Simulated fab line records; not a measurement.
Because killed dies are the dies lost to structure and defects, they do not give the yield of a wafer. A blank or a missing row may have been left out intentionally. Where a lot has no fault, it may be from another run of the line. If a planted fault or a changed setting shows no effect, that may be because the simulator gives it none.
Split-lot experiment -- flow n5 finfet -- route with 1938 steps; 7 lots, 21 wafers read

## ABOUT THE SPLIT
At N5_MOL_CONTACT_COAG_CVD_140 (deposits W, target thk 66.5 nm, time 215 s), the setting target thk a was moved away from the recipe's 665 angstrom on 6 of the 21 wafers read, by -6.8% to +13.0%. The other wafers ran this setting at the recipe's value.

Reading taken at the split's own step.

## THE READING
W_of_MOL_CONTACT_COAG_CVD_140.thk nm (the simulator's own value, which no gauge read), in nm, at N5_MOL_CONTACT_COAG_CVD_140 (deposits W, target thk 66.5 nm, time 215 s). There is no usual value for it anywhere in the file. Average 66.6 nm, standard deviation 0.45 nm, over the 15 wafers here run with the recipe.

wafer,"tool, chamber at the split","target thk a as run, angstrom",against the recipe,"W_of_MOL_CONTACT_COAG_CVD_140.thk nm, nm",against lot-mates on the recipe
L076.2,"cvd w-02, 0",665,recipe,67.2,-
L076.3,"cvd w-02, 0",718.6,+8.1%,72.2,+5.1
L076.6,"cvd w-02, 1",665,recipe,67,-
L086.1,"cvd w-01, 1",665,recipe,66.2,-
L086.5,"cvd w-01, 0",665,recipe,66.6,-
L086.6,"cvd w-01, 1",665,recipe,66,-
L087.1,"cvd w-01, 1",620,-6.8%,61.4,-4.7
L087.2,"cvd w-01, 0",665,recipe,66.4,-
L087.4,"cvd w-01, 1",665,recipe,65.8,-
L088.1,"cvd w-01, 1",665,recipe,66.8,-
L088.5,"cvd w-01, 1",665,recipe,66.6,-
L088.6,"cvd w-01, 0",665,recipe,67,-
L089.1,"cvd w-02, 0",665,recipe,66.4,-
L089.2,"cvd w-02, 1",751.3,+13.0%,76,+9.6
L089.3,"cvd w-02, 0",751.3,+13.0%,76.2,+9.8
L094.1,"cvd w-01, 0",665,recipe,67.2,-
L094.3,"cvd w-01, 0",665,recipe,66,-
L094.6,"cvd w-01, 0",665,recipe,66.8,-
L095.2,"cvd w-01, 0",698.2,+5.0%,71.6,+4.4
L095.3,"cvd w-01, 1",665,recipe,67.2,-
L095.4,"cvd w-01, 0",698.2,+5.0%,70.8,+3.6

FIT RESULTS
A straight line over all 21 wafers: W_of_MOL_CONTACT_COAG_CVD_140.thk nm changes by +0.746 nm for each +1% of target thk a; r = +0.99; the points scatter about the line by 0.52 nm.
The same after taking each lot's own level away (the mean of its wafers on the recipe; 21 wafers): +0.731 nm for each +1%; r = +0.99; scatter 0.37 nm.
The reading moves by 9.5 nm for the largest change in target thk a, on that fit.
The span of the lots' own levels, 66.10 to 67.20 nm, comes to 2.4 times the standard deviation stated above.
Hence the lot-to-lot level has little effect on the slope; both slopes agree.
Check: +9.47 nm against its lot-mates is what the line predicts for one of the wafers moved furthest among these (+13.0%) when that wafer is left out of the fit. It came out at +9.6 nm against them.

## OTHER SPLITS APPLIED TO THESE WAFERS
These wafers also went through other splits before the reading. Each is held against what the fit with the lots' levels taken away leaves over:
other split on the same wafers,wafers away from the commonest value,r with W_of_MOL_CONTACT_COAG_CVD_140.thk nm (lot level and that fit taken away)
N5_HKMG_FIN_COAT_42 spin rpm,5,-0.20
N5_HKMG_FIN_ETCH_54 source w,10,-0.12
N5_HKMG_FIN_EXPOSE_09 dose mj,6,-0.25
N5_MOL_CONTACT_COAG_EXPOSE_05 dose mj,8,-0.05
N5_MOL_CONTACT_COAG_ETCH_105 bias w,9,-0.17

## THE FILE'S OWN FIT
W_of_MOL_CONTACT_COAG_CVD_140.thk nm changes by +0.719 nm for each +1% of target thk a, r = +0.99.
